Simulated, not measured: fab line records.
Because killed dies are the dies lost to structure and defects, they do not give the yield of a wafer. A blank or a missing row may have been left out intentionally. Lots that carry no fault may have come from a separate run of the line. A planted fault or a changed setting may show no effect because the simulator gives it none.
Struck lot and sound lot, side by side -- flow nandHarc -- 14 steps out of a route of 1302
Sound: wafers L858.1, L858.4, L858.6. The struck wafers were L854.1, L854.3, L854.5. At the end, the cause is stated.
For every step that has rows: the tool of each side, followed by ch and its chambers, followed by its first start. Under that, the readings that differ: sound wafers -- struck wafers -- difference of the means -- sigmas: that difference in standard deviations of wafers without a fault.
alike: readings whose means differ by less than 2 such deviations, and words and numbers that are the same on both sides. not compared: withheld readings, readings that some wafer has no value for, bounds like >300 that may hide the same value, and numbers for which the record gives no deviation and whose values overlap.
Wherever a step has rows on one side only, a row that says differs or no value, or a row with sigmas, the two part there. Non-overlapping numbers with no deviation appear without sigmas and do not part them. A reading that every wafer of one side lacks parts them only if that side has two wafers or more.

first, 1 step without rows for these wafers: NHARC_A_STAIRCASE_DESCUM_312 (chemistry O2, time 3 s).
NHARC_A_STAIRCASE_ETCH_313: etches the open film in CF4/CHF3.
  sound on rieDiel-07 ch 0,2, day 23 20:00; struck on rieDiel-04 ch 0,3, day 22 09:31
  alike: drypumpMotorCurrentA, oesProductAu, rfVppV, showerheadPlenumPTorr, throttleValvePct
  not compared: rfHoursCounterH
NHARC_A_STAIRCASE_HM_OPEN_463: chemistry O2/COS.
  sound on rieDiel-07 ch 1,3; struck on rieDiel-04 ch 1,3
reading,sound,struck,difference,sigmas
drypumpMotorCurrentA (A),6.0 5.5 6.0,5.3 4.8 4.8,-0.9,-3
  alike: oesProductAu, rfVppV, showerheadPlenumPTorr, throttleValvePct
  not compared: rfHoursCounterH
then, 1 step without rows for these wafers: NHARC_A_STAIRCASE_STRIP_464 (strips in O2/COS).
NHARC_A_STAIRCASE_ETCH_453: etches the open film in CF4/O2, target depth 30 nm, overetch 3 nm, time 16.5 s.
  sound on rieDiel-07 ch 0,1,2; struck on rieDiel-04 ch 0,2,3
  alike: drypumpMotorCurrentA, oes_f_703_au, oesProductAu, rfVppV, showerheadPlenumPTorr, throttleValvePct
  not compared: rfHoursCounterH
then, 1 step without rows for these wafers: NHARC_A_STAIRCASE_ETCH_315 (etches the open film in C4F8/O2/Ar, target depth 2500 nm, time 607.1 s).
NHARC_A_STAIRCASE_STRIP_316: strips in O2.
  sound on rieDiel-07 ch 1,2,3; struck on rieDiel-04 ch 0,1,3
  alike: drypumpMotorCurrentA, oesProductAu, rfVppV, showerheadPlenumPTorr, throttleValvePct
  not compared: rfHoursCounterH
then, 3 steps without rows for these wafers: NHARC_A_STAIRCASE_STRIP_317 (strips in SPM, time 900 s); NHARC_A_STAIRCASE_PRECLEAN_318 (cleans in SC1); NHARC_A_STAIRCASE_SRD_329.
NHARC_A_STAIRCASE_ALD_415: deposits SiO2, target thk 30 nm, pulse time 6 s, ald cycles 300.
  sound on aldHk-02 ch 0,1,3, day 23 22:51; struck on aldHk-02 ch 1,3, day 22 11:31
  alike: heaterPowerW, precursorPulseHeightRel
NHARC_A_STAIRCASE_ETCHBACK_416: etches the open film in C4F8/O2/Ar, target depth 36 nm, time 7.2 s.
  sound on rieDiel-04 ch 0,2, day 24 00:28; struck on rieDiel-04 ch 0,2, day 22 13:22
  no value came back on the struck wafers for biasW (W), chamberPressureMTorr (mTorr), oesProductAu (a.u.), rfVppV (V); on the sound wafers biasW (W) reads 801.9 803.4 799.4
  not compared: rfHoursCounterH
then, 1 step without rows for these wafers: NHARC_A_STAIRCASE_STRIP_476 (strips in O2, time 20 s).
-- jump in the record: it breaks off in module A_STAIRCASE and resumes in module END (first step shown: number 1302 of the route), and 7 days separate the struck wafers' starts before and after --
NHARC_END_SORT_01:
  here the record holds rows for the struck wafers (prober-01 ch 0, day 29 21:18) but none for the sound ones

## WHERE THEY PART
First at NHARC_A_STAIRCASE_HM_OPEN_463; last, within this record, at NHARC_END_SORT_01.

WHY: what the simulator had put in
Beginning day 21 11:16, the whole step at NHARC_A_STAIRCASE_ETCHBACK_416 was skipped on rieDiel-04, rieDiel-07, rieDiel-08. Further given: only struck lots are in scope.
